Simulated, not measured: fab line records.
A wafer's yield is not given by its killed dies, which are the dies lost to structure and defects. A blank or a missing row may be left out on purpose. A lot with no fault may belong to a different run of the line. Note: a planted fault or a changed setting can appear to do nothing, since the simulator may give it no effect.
Matching of chambers    flow n5-finfet    N5_BEOL_M1_STRIP_66 on rie-diel-05: 4 sister chambers
The step strips in CF4. 8 wafers are shown with their chamber, then 10 later ones without.

## WAFERS PAIRED WITH THEIR CHAMBERS
wafer   chamber  drypump-motor-current-A (A)  showerhead-plenum-p-Torr (Torr)
L078.1  2        5.9                          1.78
L081.1  1        5.1                          1.84
L081.6  3        6.3                          1.91
L083.3  2        5.8                          1.78
L083.5  0        5.3                          1.78
L083.6  1        5.1                          1.84
L085.2  0        5.3                          1.78
L085.3  3        6.3                          1.90

## WAFERS WITH NO CHAMBER GIVEN
wafer   drypump-motor-current-A (A)  showerhead-plenum-p-Torr (Torr)
L085.5  6.3                          1.90
L086.2  5.9                          1.78
L086.3  5.1                          1.84
L086.6  5.3                          1.78
L088.1  5.9                          1.78
L088.2  5.2                          1.84
L088.3  6.3                          1.90
L094.1  6.4                          1.90
L094.2  5.3                          1.78
L094.4  5.1                          1.84

## CHAMBER TAKEN BY EACH
wafer   from the rows above  in truth
L085.5  3                    3
L086.2  2                    2
L086.3  1                    1
L086.6  0                    0
L088.1  2                    2
L088.2  1                    1
L088.3  3                    3
L094.1  3                    3
L094.2  0                    0
L094.4  1                    1
10 of 10 placed correctly. Left unplaced by these rows: 0. 0 placed wrongly.
How it was worked out, from the rows above alone: a wafer's distance from a chamber is the root of the sum, over the readings, of the square of ((its reading less the chamber's mean) divided by the reading's scatter). If the next closest chamber is less than 2 further off than the closest, the wafer can't be placed; otherwise it belongs to the closest. The mean given for a chamber averages the wafers shown for that chamber. How the scatter is found: for the shown wafers, subtract from each reading the mean of its chamber, square and add these, divide the total by (wafers less chambers), then take the root.
